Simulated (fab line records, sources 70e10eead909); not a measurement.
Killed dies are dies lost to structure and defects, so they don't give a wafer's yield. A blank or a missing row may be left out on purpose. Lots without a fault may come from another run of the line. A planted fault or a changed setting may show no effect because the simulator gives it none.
A struck lot beside a sound one | flow nand_harc | 14 steps out of a route of 1302
Sound: wafers L844.1, L844.4, L844.5. Struck: wafer L848.3. (L848.2, L848.5 of the same lot were not struck and are left out.) The cause comes at the end.
At each step with rows: each side's tool, then ch and its chambers, then its first start. Under that, the readings that differ: sound wafers | struck wafers | difference of the means | sigmas: that difference in standard deviations of wafers without a fault.
alike: readings whose means differ by less than 2 such deviations, and words and numbers that are the same on both sides. not compared: withheld readings, readings that some wafer has no value for, bounds like >300 that may hide the same value, and numbers for which the record gives no deviation and whose values overlap.
The two part at a step that has a row with sigmas, a row that says differs or no value, or rows on one side only. Numbers that don't overlap but have no deviation are shown without sigmas and don't part them. A reading that every wafer of one side lacks parts them only if that side has two wafers or more.

NHARC_A_ZERO_WELL_INSPECT_17:
  sound on defect_inspect-01, day 6 21:29; struck on defect_inspect-01, day 8 14:12
  reading          | sound    | struck | difference | sigmas
  raw_defect_count | 26 13 45 | 13     | -15        | -2
then, 3 steps without rows for these wafers: NHARC_A_SOURCE_PLATE_PRECLEAN_00 (cleans in HF-LAST, time 60 s); NHARC_A_SOURCE_PLATE_SRD_01; NHARC_A_SOURCE_PLATE_OXIDE_02 (material SiO2, target thk 10 nm, ox time 1362 s).
NHARC_A_SOURCE_PLATE_THK_MEAS_09: measures by ellipsometry.
  sound on film_metro-02, day 7 06:23; struck on film_metro-01, day 8 21:17
  alike: thk_nm
then, 3 steps without rows for these wafers: NHARC_A_SOURCE_PLATE_PVD_04 (deposits WSi2, target thk 50 nm); NHARC_A_SOURCE_PLATE_CVD_03 (deposits poly-Si, target thk 200 nm, time 4000 s); NHARC_A_SOURCE_PLATE_ANNEAL_05 (time 1800 s).
NHARC_A_SOURCE_PLATE_THK_MEAS_06: measures by ellipsometry.
  sound on film_metro-02, day 7 18:57; struck on film_metro-02, day 9 11:37
  alike: thk_nm
NHARC_A_SOURCE_PLATE_INSPECT_08:
  sound on defect_inspect-01, day 7 19:01; struck on defect_inspect-01, day 9 11:44
  alike: raw_defect_count
NHARC_A_ONON_D1_DEP_00: target thk 1000 nm.
  sound on pecvd_onon-03 ch 0, day 7 19:05; struck on pecvd_onon-01 ch 0, day 9 11:51
  alike: n2_flow_sccm, nh3_flow_sccm, susceptor_temp_C
NHARC_A_ONON_D1_THK_MEAS_02: measures by ellipsometry.
  sound on film_metro-01, day 7 19:35; struck on film_metro-01, day 9 12:18
  reading     | sound       | struck | difference | sigmas
  thk_nm (nm) | 986 987 985 | 1173   | +187       | +19
then, 1 step without rows for these wafers: NHARC_A_ONON_D1_DEP_03 (target thk 1000 nm).
-- the record jumps here: 16 days lie between the struck wafers' starts before and after (it left off in module A_ONON_D1 and takes up again in module END, whose first step shown is number 1302 of the route) --
NHARC_END_SORT_01:
  the record has rows for the struck wafers here (prober-02 ch 0, day 25 19:26) and none for the sound ones

WHERE THEY PART
First at NHARC_A_ZERO_WELL_INSPECT_17; last, within this record, at NHARC_END_SORT_01.

WHY: what the simulator had put in
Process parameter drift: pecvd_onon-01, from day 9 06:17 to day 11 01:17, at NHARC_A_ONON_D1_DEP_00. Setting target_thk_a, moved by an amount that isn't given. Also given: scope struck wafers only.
